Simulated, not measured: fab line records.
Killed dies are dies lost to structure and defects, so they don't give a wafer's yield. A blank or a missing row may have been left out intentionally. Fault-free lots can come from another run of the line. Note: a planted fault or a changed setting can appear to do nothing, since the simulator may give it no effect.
Comparing a struck lot with a sound one + flow n5Finfet + 40 steps out of a route of 1938
Sound: wafers L248.1, L248.3, L248.5. Wafers L261.2, L261.3, L261.4 were the ones struck. The cause is named last.
Each step with rows lists, per side, the tool, then ch with its chambers, then its first start. Under that, the readings that differ: sound wafers + struck wafers + difference of the means + sigmas: that difference in standard deviations of wafers without a fault.
alike: readings whose means differ by less than 2 such deviations, and words and numbers that are the same on both sides. not compared: withheld readings, readings that some wafer has no value for, bounds like >300 that may hide the same value, and numbers for which the record gives no deviation and whose values overlap.
The two part at a step that has a row with sigmas, a row that says differs or no value, or rows on one side only. When numbers do not overlap yet have no deviation, they are printed without sigmas and do not part them. A reading missing from all wafers of one side parts the sides only when that side holds two or more wafers.

first, 11 steps without rows for these wafers: N5_DUMMY_GATE_PRECLEAN_46 (cleans in DIW, time 89.5 s); N5_DUMMY_GATE_SRD_47 (dry time 32 s); N5_DUMMY_GATE_CMP_04 (polishes a-Si); N5_DUMMY_GATE_HM_DEP_06 (deposits SiNx from DCS/NH3, target thk 80 nm, time 5141 s); N5_DUMMY_GATE_PECVD_30 (deposits SiO2 from TEOS/O2, target thk 55 nm, time 10.8 s); N5_DUMMY_GATE_COAT_34 (time 60 s, resist thk 60 nm); N5_DUMMY_GATE_COAT_35 (time 60 s, resist thk 10 nm); N5_DUMMY_GATE_COAT_28 (time 60 s, resist thk 10 nm); N5_DUMMY_GATE_COAT_09 (resist thk 30 nm); N5_DUMMY_GATE_EBR_11; N5_DUMMY_GATE_SOFTBAKE_10 (time 60 s).
N5_DUMMY_GATE_EXPOSE_12: exposes mask GATE, target cd 25 nm.
  sound on euvScanner-02 ch 0, day 3 07:04; struck on euvScanner-02 ch 0, day 6 13:39
| reading           | sound             | struck            | difference | sigmas |
|-------------------|-------------------|-------------------|------------|--------|
| exposureDoseMJCm2 | 34.29 34.34 34.29 | 30.66 30.66 30.70 | -3.63      | -24    |
  alike: mask
then, 2 steps without rows for these wafers: N5_DUMMY_GATE_PEB_13 (peb time 60 s); N5_DUMMY_GATE_DEVELOP_14 (develop time 30 s).
N5_DUMMY_GATE_CD_MEAS_15: the cd target is 25.8 nm.
  sound on cdSem-02 ch 0, day 3 07:12; struck on cdSem-01 ch 0, day 6 13:46
| reading   | sound             | struck            | difference | sigmas |
|-----------|-------------------|-------------------|------------|--------|
| cdNm (nm) | 25.28 25.25 25.65 | 27.32 27.24 27.02 | +1.80      | +7     |
then, 6 steps without rows for these wafers: N5_DUMMY_GATE_DESCUM_20 (chemistry O2, time 6.2 s); N5_DUMMY_GATE_ETCH_29 (etches underlayer in N2/H2, target depth 13 nm); N5_DUMMY_GATE_ETCH_36 (etches SiARC in CF4, target depth 13 nm); N5_DUMMY_GATE_ETCH_37 (etches SOC in N2/H2, target depth 60 nm, overetch 30 nm); N5_DUMMY_GATE_STRIP_38 (strips in N2/H2); N5_DUMMY_GATE_STRIP_39 (strips in N2/H2).
N5_DUMMY_GATE_TRIM_49: chemistry O2, time 29 s, target cd 14 nm.
  sound on rieSi-06 ch 0,1,3, day 3 07:34; struck on rieSi-06 ch 1,2,3, day 6 14:07
| reading                    | sound          | struck         | difference | sigmas |
|----------------------------|----------------|----------------|------------|--------|
| model.DUMMY_GATE.cdNm (nm) | 14.2 13.8 14.4 | 15.8 16.2 15.6 | +1.7       |        |
  alike: drypumpMotorCurrentA, oesProductAu, throttleValvePct
  not compared: rfHoursCounterH
then, 1 step without rows for these wafers: N5_DUMMY_GATE_STRIP_40 (strips in CF4).
N5_DUMMY_GATE_CD_MEAS_50: the cd target is 14 nm.
  struck on cdSem-01, day 6 14:16; sound on cdSem-01, day 3 07:43
| reading   | sound          | struck         | difference | sigmas |
|-----------|----------------|----------------|------------|--------|
| cdNm (nm) | 14.1 13.8 14.2 | 15.5 16.0 15.6 | +1.7       | +4     |
then, 6 steps without rows for these wafers: N5_DUMMY_GATE_ETCH_31 (etches SiO2 in C4F6/O2, target depth 82.5 nm, time 27.5 s); N5_DUMMY_GATE_STRIP_41 (strips in O2); N5_DUMMY_GATE_HM_OPEN_21 (chemistry CH3F/O2, target SiNx, target depth 120 nm, time 171.4 s); N5_DUMMY_GATE_ETCH_32 (etches SiO2 in CF4, target depth 3.5 nm, time 3.9 s); N5_DUMMY_GATE_ETCH_23 (etches poly-Si in HBr/Cl2/O2, target depth 41 nm, time 22.3 s); N5_DUMMY_GATE_ETCH_44 (etches poly-Si in HBr/O2, stops on SiO2, target depth 127.5 nm).
N5_DUMMY_GATE_CD_MEAS_24: the cd target is 15 nm.
  struck on cdSem-01, day 6 14:46; sound on cdSem-03, day 3 08:13
| reading   | sound          | struck         | difference | sigmas |
|-----------|----------------|----------------|------------|--------|
| cdNm (nm) | 15.4 14.7 15.3 | 17.1 17.7 16.7 | +2.0       | +5     |
N5_DUMMY_GATE_ETCH_42: etches SiO2 in CHF3/O2, target depth 3.5 nm, time 31 s.
  sound on rieDiel-05 ch 0,1, day 3 08:15; struck on rieDiel-05 ch 0,1,3, day 6 15:13
| reading                    | sound          | struck         | difference | sigmas |
|----------------------------|----------------|----------------|------------|--------|
| model.DUMMY_GATE.cdNm (nm) | 15.4 14.4 15.2 | 17.2 17.4 16.6 | +2.1       |        |
  alike: drypumpMotorCurrentA, oesProductAu, rfVppV, showerheadPlenumPTorr, throttleValvePct
  not compared: rfHoursCounterH
then, 6 steps without rows for these wafers: N5_DUMMY_GATE_STRIP_48 (strips in N2/H2, time 20 s); N5_DUMMY_GATE_PRECLEAN_33 (cleans in dHF, time 10 s); N5_DUMMY_GATE_PRECLEAN_25 (cleans in O3/DIW, time 45 s); N5_DUMMY_GATE_PRECLEAN_51 (cleans in SC2, time 45 s); N5_DUMMY_GATE_SRD_26 (time 30 s); N5_DUMMY_GATE_UV_OZONE_45 (time 120 s).
-- the record jumps here: 5 days lie between the struck wafers' starts before and after (it left off in module DUMMY_GATE and takes up again in module BEOL_M4, whose first step shown is number 1111 of the route) --
N5_BEOL_M4_RC_MEAS_101:
  sound on prober-02 ch 0, day 8 13:09; struck on prober-02 ch 0, day 11 15:04
| reading        | sound          | struck         | difference | sigmas |
|----------------|----------------|----------------|------------|--------|
| DIBL_N (mV/V)  | 35.2 39.1 35.2 | 29.4 30.4 32.7 | -5.7       | -3     |
| DIBL_P (mV/V)  | 36.7 41.6 37.8 | 27.1 28.0 32.0 | -9.7       | -4     |
| IOFF_N (nA/um) | 0.13 0.21 0.15 | 0.07 0.09 0.11 | -0.07      | -2     |
| SS_N (mV/dec)  | 71.7 72.5 72.4 | 69.3 69.6 70.5 | -2.4       | -4     |
| SS_P (mV/dec)  | 73.2 74.6 74.1 | 70.9 71.0 71.9 | -2.7       | -4     |
  alike: IOFF_P, ION_N, ION_P, VT_N, VT_P
-- record jumps: 4 days separate the struck wafers' starts on either side; left off in module BEOL_M4, taken up again in module PASSIVATION, whose first shown step is the route's number 1936 --
N5_PASSIVATION_PROBE_49:
  struck on prober-02, day 15 23:02; sound on prober-02, day 13 05:55
| reading                | sound          | struck         | difference | sigmas |
|------------------------|----------------|----------------|------------|--------|
| defectLimitedYield (%) | 92.5 91.4 90.8 | 75.3 70.4 86.5 | -14.2      | -11    |
| killedAtFrontEnd       | 43 41 66       | 227 266 102    | +148       | +12    |
| killedDies             | 89 101 109     | 292 349 159    | +167       | +10    |
| killedOnRim            | 10 15 12       | 74 79 36       | +51        | +12    |
| killedShort            | 26 34 25       | 32 53 48       | +16        | +2     |
| sortNPass              | 1091 1079 1071 | 888 831 1021   | -167       | -10    |
| sortYieldPct (%)       | 92.5 91.4 90.8 | 75.3 70.4 86.5 | -14.2      | -11    |
  alike: killed_at_M0_to_M3, killed_at_M4_up, killedAtContacts, killedAtOther, killedOpen, sort_bin_5_function, sort_bin_6_memory, sort_bin_8_speed

WHERE THEY PART
At N5_DUMMY_GATE_EXPOSE_12 first; at N5_PASSIVATION_PROBE_49 last (within this record only).

WHY: whatever the simulator had introduced
Process parameters drifting: euvScanner-02 at N5_DUMMY_GATE_EXPOSE_12, beginning at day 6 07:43. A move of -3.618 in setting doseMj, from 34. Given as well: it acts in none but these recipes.
